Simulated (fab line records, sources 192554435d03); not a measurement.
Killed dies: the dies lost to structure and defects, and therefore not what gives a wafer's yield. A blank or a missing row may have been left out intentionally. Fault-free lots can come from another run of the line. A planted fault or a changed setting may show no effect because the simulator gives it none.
fab line records    flow n5-finfet
[record] lots = 11  wafers = 26  last-day = 17
route steps=1938 shown HKMG_FIN@430 BEOL_M4@1111 PASSIVATION@1936
lots that met no fault: taken from a fault-free run of the same line
start-h: start of the lot's first displayed wafer, in hours after the record's first day    wait-h: time in hours since the lot's previous step    " repeats the value in the row above    L1.1+2: several wafers, shown together as one row    - value missing, or start not given    * or withheld: withheld    < > ~ a bound
route shown NAME@n: NAME is a module with steps in the file, n the number in the route of the first one    usual: mean/standard deviation taken from wafers without a fault    same: alike in all rows    chamber/n: place in a boat    sites: readings site by site    _std_site: standard deviation of those values    _edge_site: outer sites' mean less inner sites'    radius-mm: how far each site lies from the wafer's centre    mask NAME#n: copy n    behind: tool/chamber where the wafer was last shaped    hold: why the lot went on hold/how many hours it stayed there/how the hold came to an end    device: which transistor (n, p or np) failed to switch    end of line: the route-end tests of the same wafers    step lacking rows: just its recipe    killed: dies lost to structure and defects at the first sort, not the wafer's yield    map: a wafer's dies, x killed, . not, _ none there
set.NAME: setting as actually run; set.NAME@STEP: the setting as run at that earlier step    model.NAME: the simulator's own value behind a step, which no gauge read
a sample of lots followed through the steps of the route, with each step as a table and each wafer as a row
services: a tool's chamber out of use, with start hour (start-h, from the record's first day; less than 0 if before it), hours out, and reason
[[steps]]
[step N5_HKMG_FIN_CD_MEAS_12]
[recipe] target-cd-nm = 92.8  landing-energy-ev = 500  detector = se-inlens
[usual] cd-nm = 92.9/0.68
lot.wafer  tool       chamber  start-h  wait-h  cd-nm
L593.2     cd-sem-03  0        75.97    -       93.0
L593.3     "          0        "        "       92.4
L594.3     cd-sem-03  0        80.00    -       93.5
L594.5     "          0        "        "       92.3
L594.6     "          0        "        "       91.7
L595.2     cd-sem-03  0        85.61    -       92.6
L595.6     "          0        "        "       93.4
L600.4     cd-sem-02  0        118.99   -       93.4
L600.6     "          0        "        "       93.1
L602.4     cd-sem-02  0        127.85   -       93.6
L602.5     "          0        "        "       92.7
L602.6     "          0        "        "       93.7
L605.1     cd-sem-01  0        148.75   -       92.6
L605.2     "          0        "        "       91.7
L605.4     "          0        "        "       92.8
L606.3     cd-sem-01  0        153.01   -       92.8
L606.5     "          0        "        "       92.9
L609.1     cd-sem-02  0        167.66   -       93.7
L609.4     "          0        "        "       93.0
L609.6     "          0        "        "       92.1
L611.2     cd-sem-02  0        182.95   -       94.9
L611.6     "          0        "        "       94.1
L615.2     cd-sem-01  0        207.09   -       93.1
L615.3     "          0        "        "       91.8
L616.2     cd-sem-02  0        212.63   -       93.3
L616.3     "          0        "        "       92.4
[step N5_HKMG_FIN_DESCUM_17]
[recipe] chemistry = O2  time-s = 7.9  source-power-w = 50  bias-power-w = 20  pressure-mtorr = 20  rf-frequency-hz = 2.712e+07  temp-c = 40  resist = CAR-ArF  o2-flow-sccm = 225
[usual] drypump-motor-current-A = 5.7/0.38  oes-product-au = 0.75/0.079  rf-vpp-V = 243.1/1.2  showerhead-plenum-p-Torr = 2.09/0.069  throttle-valve-pct = 20.61/0.21
lot.wafer  tool         chamber  start-h  wait-h  drypump-motor-current-A  oes-product-au  rf-hours-counter-h  rf-vpp-V  showerhead-plenum-p-Torr  throttle-valve-pct
L593.2     rie-diel-06  0        76.06    0.0     5.9                      0.68            230                 245.8     2.14                      20.47
L593.3     "            1        "        "       6.1                      0.69            233                 243.8     2.15                      20.70
L594.3     rie-diel-06  1        80.21    0.2     6.1                      0.70            234                 243.6     2.15                      20.71
L594.5     "            0        "        "       6.0                      0.68            -                   243.1     2.14                      20.45
L594.6     "            3        "        "       6.0                      0.71            -                   241.7     2.07                      20.97
L595.2     rie-diel-02  1        85.93    0.3     5.5                      0.75            171                 244.7     2.20                      20.78
L595.6     "            2        "        "       5.0                      0.75            -                   243.1     2.09                      20.47
L600.4     rie-diel-04  2        119.18   0.1     6.4                      0.75            165                 242.6     2.00                      20.31
L600.6     "            2        "        "       6.4                      0.74            -                   242.0     2.00                      20.31
L602.4     rie-diel-02  1        128.11   0.2     5.5                      0.73            188                 243.9     2.19                      20.81
L602.5     "            2        "        "       5.0                      0.73            -                   243.0     2.09                      20.49
L602.6     "            1        "        "       5.5                      0.73            -                   243.8     2.19                      20.80
L605.1     rie-diel-04  0        148.84   0.0     6.2                      0.79            97                  240.9     2.03                      20.48
L605.2     "            3        "        "       5.7                      0.73            188                 243.3     2.08                      20.70
L605.4     "            1        "        "       5.4                      0.90            45                  243.6     2.12                      20.36
L606.3     rie-diel-06  2        153.09   0.0     5.2                      0.72            199                 241.9     1.99                      20.65
L606.5     "            2        "        "       5.2                      0.71            -                   241.0     1.99                      20.64
L609.1     rie-diel-06  2        168.11   0.4     5.3                      0.72            207                 241.4     1.99                      20.65
L609.4     "            2        "        "       5.3                      0.71            -                   242.1     1.99                      20.65
L609.6     "            0        "        "       6.0                      0.65            -                   244.7     2.12                      20.50
L611.2     rie-diel-04  0        183.03   0.0     6.2                      0.79            108                 241.6     2.03                      20.49
L611.6     "            2        "        "       6.4                      0.74            -                   241.4     1.99                      20.33
L615.2     rie-diel-06  3        207.18   0.0     5.9                      0.66            262                 243.1     2.05                      21.06
L615.3     "            2        "        "       5.3                      0.70            224                 240.9     1.98                      20.67
L616.2     rie-diel-04  3        212.94   0.3     5.7                      0.72            210                 242.5     2.07                      20.71
L616.3     "            2        "        "       6.4                      0.73            196                 243.0     1.99                      20.36
[step N5_HKMG_FIN_ETCH_32]
[recipe] chemistry = N2/H2  target = SOC  target-depth-a = 2400  temp-c = 40  time-s = 300  ion-energy-ev = 200  mask-material = SiARC  pressure-mtorr = 30  source-w = 840  bias-w = 150  n2-flow-sccm = 200  h2-flow-sccm = 200
[usual] drypump-motor-current-A = 5.7/0.38  oes-product-au = 0.75/0.077  rf-vpp-V = 523.6/2.4  showerhead-plenum-p-Torr = 2.53/0.079  throttle-valve-pct = 18.01/0.2
lot.wafer  tool         chamber  start-h  wait-h  drypump-motor-current-A  oes-product-au  rf-hours-counter-h  rf-vpp-V  showerhead-plenum-p-Torr  throttle-valve-pct
L593.2     rie-diel-06  0        76.15    0.0     5.9                      0.70            230                 525.8     2.60                      17.89
L593.3     "            1        "        "       6.1                      0.70            233                 526.5     2.60                      18.08
L594.3     rie-diel-06  1        80.30    0.0     6.1                      0.70            234                 527.6     2.60                      18.08
L594.5     "            0        "        "       6.0                      0.71            -                   525.8     2.60                      17.90
L594.6     "            3        "        "       5.9                      0.71            -                   524.3     2.52                      18.32
L595.2     rie-diel-02  1        86.02    0.0     5.6                      0.74            171                 526.2     2.65                      18.06
L595.6     "            2        "        "       5.0                      0.75            -                   524.3     2.53                      17.84
L600.4     rie-diel-04  2        119.27   0.0     6.4                      0.74            165                 521.4     2.44                      17.83
L600.6     "            2        "        "       6.4                      0.74            -                   520.7     2.44                      17.82
L602.4     rie-diel-02  1        128.20   0.0     5.6                      0.72            188                 526.5     2.64                      18.09
L602.5     "            2        "        "       5.0                      0.73            -                   522.7     2.52                      17.89
L602.6     "            1        "        "       5.6                      0.72            -                   525.0     2.64                      18.08
L605.1     rie-diel-04  0        148.93   0.0     6.1                      0.78            97                  521.5     2.45                      17.66
L605.2     "            3        "        "       5.6                      0.72            188                 524.4     2.52                      18.11
L605.4     "            1        "        "       5.4                      0.91            45                  524.0     2.58                      17.86
L606.3     rie-diel-06  2        153.18   0.0     5.3                      0.73            199                 520.0     2.41                      18.08
L606.5     "            2        "        "       5.3                      0.73            -                   519.7     2.42                      18.07
L609.1     rie-diel-06  2        168.20   0.0     5.3                      0.73            207                 519.8     2.41                      18.10
L609.4     "            2        "        "       5.3                      0.72            -                   520.9     2.41                      18.09
L609.6     "            0        "        "       6.0                      0.68            -                   526.5     2.58                      17.98
L611.2     rie-diel-04  0        183.13   0.0     6.1                      0.78            108                 521.0     2.44                      17.70
L611.6     "            2        "        "       6.4                      0.73            -                   520.2     2.44                      17.86
L615.2     rie-diel-06  3        207.27   0.0     5.9                      0.67            262                 523.9     2.50                      18.43
L615.3     "            2        "        "       5.3                      0.72            224                 520.5     2.41                      18.11
L616.2     rie-diel-04  3        213.03   0.0     5.7                      0.71            210                 522.9     2.51                      18.14
L616.3     "            2        "        "       6.4                      0.71            196                 519.1     2.43                      17.88
[step N5_HKMG_FIN_ALD_91]
[recipe] material = TiN  target-thk-a = 10  temp-c = 400  ald-precursor-family = TiCl4  ald-co-reactant = NH3  pulse-time-s = 1  purge-time-s = 3  co-reactant-purge-time-s = 2  co-reactant-pulse-time-s = 2  ald-cycles = 47  pressure-torr = 3
[usual] ald-cycles = 47/0  heater-power-outer-w = 527/38  heater-power-w = 870/72  precursor-pulse-height-rel = 0.999/0.02
[same] co-reactant-purge-time-s = 2
lot.wafer  tool          chamber  start-h  wait-h  ald-cycles  heater-power-outer-w  heater-power-w  precursor-pulse-height-rel
L593.2     ald-metal-01  2        77.04    0.3     47          574                   932             1.003
L593.3     "             1        "        "       47          598                   987             0.964
L594.3     ald-metal-01  3        81.20    0.1     47          530                   902             0.979
L594.5     "             1        "        "       47          609                   988             0.995
L594.6     "             2        "        "       47          572                   943             0.999
L595.2     ald-metal-04  0        86.91    0.3     47          473                   790             1.002
L595.6     "             0        "        "       47          473                   773             0.966
L600.4     ald-metal-04  2        120.29   0.3     47          532                   865             0.958
L600.6     "             3        "        "       47          477                   753             1.016
L602.4     ald-metal-03  2        129.09   0.1     47          486                   854             0.994
L602.5     "             1        "        "       47          568                   933             0.987
L602.6     "             2        "        "       47          500                   865             1.014
L605.1     ald-metal-03  3        149.82   0.3     47          517                   847             1.006
L605.2     "             2        "        "       47          496                   856             1.003
L605.4     "             0        "        "       47          537                   923             0.990
L606.3     ald-metal-01  1        154.07   0.1     47          591                   999             1.002
L606.5     "             3        "        "       47          541                   896             1.021
L609.1     ald-metal-04  0        169.23   0.4     47          467                   753             0.969
L609.4     "             1        "        "       47          536                   865             1.013
L609.6     "             3        "        "       47          479                   747             1.009
L611.2     ald-metal-01  2        184.01   0.3     47          562                   954             1.010
L611.6     "             3        "        "       49          545                   913             1.005
L615.2     ald-metal-01  1        208.16   0.3     47          595                   1002            0.948
L615.3     "             0        "        "       49          528                   914             1.020
L616.2     ald-metal-01  1        213.92   0.3     47          607                   997             1.004
L616.3     "             2        "        "       49          574                   960             0.998
[step N5_BEOL_M4_RC_MEAS_101]
[usual] DIBL_N = 36.3/1.6  DIBL_P = 36.2/2.1  IOFF_N = 0.16/0.031  IOFF_P = 0.21/0.034  ION_N = 673/11  ION_P = 461/7.4  SS_N = 71.6/0.55  SS_P = 73.3/0.66  VT_N = 251/3.2  VT_P = -251/3.5
lot.wafer  tool       chamber  start-h  wait-h  DIBL_N[mV/V]  DIBL_P[mV/V]  IOFF_N[nA/um]  IOFF_P[nA/um]  ION_N[uA/um]  ION_P[uA/um]  SS_N[mV/dec]  SS_P[mV/dec]  VT_N[mV]  VT_P[mV]
L593.2     prober-02  0        157.00   0.2     36.6          35.7          0.16           0.23           678           469           72.4          73.7          250       -252
L593.3     "          0        "        "       34.4          33.3          0.13           0.19           683           473           71.6          73.3          252       -250
L594.3     prober-02  0        159.98   0.3     36.3          36.0          0.14           0.21           683           471           71.0          73.8          254       -254
L594.5     "          0        "        "       36.8          36.5          0.14           0.21           665           462           71.5          73.4          253       -253
L594.6     "          0        "        "       38.4          37.9          0.17           0.25           676           464           71.2          74.0          250       -251
L595.2     prober-02  0        163.25   0.2     33.4          33.4          0.12           0.15           664           452           70.8          72.9          258       -254
L595.6     "          0        "        "       35.0          36.1          0.15           0.20           661           453           71.6          73.3          249       -251
L600.4     prober-01  0        205.19   0.5     34.9          34.1          0.12           0.17           655           452           70.8          72.7          253       -255
L600.6     "          0        "        "       36.1          35.5          0.14           0.18           669           454           71.9          72.6          255       -254
L602.4     prober-02  0        206.67   0.5     34.8          35.7          0.14           0.18           652           452           70.9          72.8          247       -252
L602.5     "          0        "        "       36.3          37.0          0.16           0.19           679           461           71.2          73.4          250       -254
L602.6     "          0        "        "       37.1          38.3          0.18           0.22           665           455           71.7          74.2          246       -250
L605.1     prober-02  0        229.28   0.0     34.2          36.2          0.13           0.19           672           466           70.9          72.7          253       -252
L605.2     "          0        "        "       36.8          39.3          0.18           0.24           669           461           72.6          73.5          246       -248
L605.4     "          0        "        "       36.3          38.6          0.17           0.24           689           475           71.2          74.0          247       -247
L606.3     prober-01  0        236.62   0.3     38.2          37.3          0.17           0.19           673           450           72.4          73.8          249       -257
L606.5     "          0        "        "       35.9          35.5          0.14           0.17           669           451           70.9          72.5          252       -256
L609.1     prober-02  0        245.44   0.0     37.3          38.7          0.19           0.27           687           475           71.9          73.0          245       -241
L609.4     "          0        "        "       33.8          33.8          0.12           0.20           680           476           70.7          72.2          252       -248
L609.6     "          0        "        "       35.9          36.8          0.17           0.24           680           469           71.6          73.1          247       -244
L611.2     prober-01  0        261.83   0.2     37.7          38.2          0.18           0.22           687           465           71.7          73.5          249       -252
L611.6     "          0        "        "       38.1          37.4          0.16           0.24           665           467           72.0          73.1          255       -247
L615.2     prober-01  0        295.65   0.2     34.2          32.7          0.10           0.14           656           455           70.4          71.8          257       -254
L615.3     "          0        "        "       37.2          37.0          0.13           0.20           657           458           71.2          72.6          256       -252
L616.2     prober-01  0        298.01   0.2     37.9          38.5          0.19           0.23           687           466           71.7          74.6          248       -249
L616.3     "          0        "        "       39.1          41.1          0.19           0.30           685           474           73.3          74.0          250       -246
[step N5_PASSIVATION_PROBE_49]
[usual] defect-limited-yield = 91.5/1.5  killed_at_M0_to_M3 = 32/9.4  killed_at_M4_up = 12/5.1  killed-at-contacts = 11/7.4  killed-at-front-end = 41/11  killed-at-other = 3.4/2.5  killed-dies = 100/17  killed-open = 65/14  killed-short = 33/7  sort_bin_5_function = 4.9/0.96  sort_bin_6_memory = 3.1/0.7  sort-n-pass = 1080/17  sort-yield-pct = 91.5/1.5
[same] gross-dies = 1180  killed-at-back-side = 0  sort_bin_4_leakage[%] = 0  sort_bin_8_speed[%] = 0
lot.wafer  tool       chamber  start-h  wait-h  defect-limited-yield[%]  killed_at_M0_to_M3  killed_at_M4_up  killed-at-contacts  killed-at-front-end  killed-at-other  killed-dies  killed-open  killed-short  sort_bin_5_function[%]  sort_bin_6_memory[%]  sort-n-pass  sort-yield-pct[%]
L593.2     prober-02  -        251.39   0.1     92.2                     22                  9                13                  42                   6                92           64           28            4.8                     2.8                   1088         92.2
L593.3     prober-02  -        251.44   0.1     91.8                     19                  15               10                  47                   6                97           59           35            4.6                     3.4                   1083         91.8
L594.3     prober-02  -        264.57   0.1     91.5                     27                  12               17                  37                   7                100          65           35            4.5                     3.7                   1080         91.5
L594.5     prober-02  -        264.67   0.2     92.5                     15                  10               8                   50                   6                89           58           31            4.6                     2.9                   1091         92.5
L594.6     prober-02  -        264.72   0.3     92.5                     25                  9                4                   45                   6                89           54           26            4.2                     2.4                   1091         92.5
// killed by level:class
L593.2 STI_FIN_REVEAL:geometric-particle:open=16 MOL_CONTACT_COAG:geometric-particle:open=11 BEOL_M0_SAQP:geometric-particle:open=6 BEOL_M3:geometric-particle:open=5 BEOL_M0_SAQP:geometric-particle:short=5 FIN_SAQP:geometric-particle:open=4 BEOL_M2:geometric-particle:open=4 BEOL_M4:geometric-particle:open=4
L593.3 FIN_SAQP:geometric-particle:short=12 STI_FIN_REVEAL:geometric-particle:open=9 FIN_SAQP:geometric-particle:open=7 BEOL_M3:geometric-particle:open=7 MOL_CONTACT_COAG:geometric-particle:short=5 BEOL_M2:geometric-particle:open=5 BEOL_M5:geometric-particle:open=5 ILD0:geometric-particle:short=4
L594.3 MOL_CONTACT_COAG:geometric-particle:open=17 FIN_SAQP:geometric-particle:short=10 BEOL_M2:geometric-particle:open=10 STI_FIN_REVEAL:geometric-particle:open=8 BEOL_M0_SAQP:geometric-particle:short=8 STARTING-WAFER:geometric-particle:open=5 GATE_CUT:geometric-particle:short=4 BEOL_M0_SAQP:geometric-particle:open=4
L594.5 FIN_SAQP:geometric-particle:short=14 DUMMY_GATE:geometric-particle:open=9 BEOL_M2:geometric-particle:open=9 MOL_CONTACT_COAG:geometric-particle:open=7 FIN_SAQP:geometric-particle:open=6 STI_FIN_REVEAL:geometric-particle:open=4 GATE_CUT:geometric-particle:open=4 GATE_CUT:geometric-particle:short=4
L594.6 BEOL_M2:geometric-particle:open=10 HKMG_FIN:area-etch=9 BEOL_M3:geometric-particle:open=7 FIN_SAQP:geometric-particle:open=6 STI_FIN_REVEAL:geometric-particle:open=6 GATE_CUT:geometric-particle:short=6 FIN_SAQP:geometric-particle:short=5 STARTING-WAFER:geometric-particle:open=5
[[services]]
tool          chamber  start-h  hours  kind
rie-diel-02   3        55.90    7.6    repair
rie-diel-02   0        75.70    2.6    repair
ald-metal-04  1        75.93    50.9   repair
ald-metal-03  -        81.16    8.7    pm
rie-diel-06   2        87.77    25.7   repair
rie-diel-06   1        88.98    2.9    repair
rie-diel-02   3        89.46    1.7    repair
rie-diel-06   1        102.88   93.9   repair
ald-metal-03  -        107.55   2.7    repair
rie-diel-04   3        109.30   9.0    repair
ald-metal-04  -        112.81   1.2    repair
ald-metal-04  2        138.76   13.6   repair
ald-metal-04  -        144.26   2.8    pm
ald-metal-04  3        148.09   3.3    repair
rie-diel-02   1        162.23   15.8   repair
ald-metal-01  -        179.35   1.5    repair
rie-diel-02   -        192.75   0.2    repair
ald-metal-03  2        196.11   14.1   repair
rie-diel-06   0        198.38   -      clean
rie-diel-06   0        198.38   -      consumable-replace:focus-ring
rie-diel-06   0        198.38   20.0   scheduled-down
rie-diel-06   0        198.38   20.0   vent-cycle
rie-diel-04   0        208.52   8.1    repair
ald-metal-01  -        212.20   1.2    pm
[[key]]
[first-sign] step = N5_HKMG_FIN_ALD_91  reading = ald-cycles  direction = up  sigmas = 99+  usual = *  struck = *
effect none on later readings
met-at N5_HKMG_FIN_ALD_91
struck-lots L611,L615,L616
struck-wafers L611.6,L615.3,L616.3
not-acting-at N5_HKMG_FIN_CD_MEAS_12,N5_HKMG_FIN_DESCUM_17,N5_HKMG_FIN_ETCH_32
onset-between 154.07 184.01
[fault] kind = process-parameter-drift  tool = ald-metal-01  chamber = -  onset-h = 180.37  steps = N5_HKMG_FIN_ALD_91  channel = ald-cycles  offset = *  shape = step  end-h = 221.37  scope = struck-wafers-only  acts-in = *  stated = *
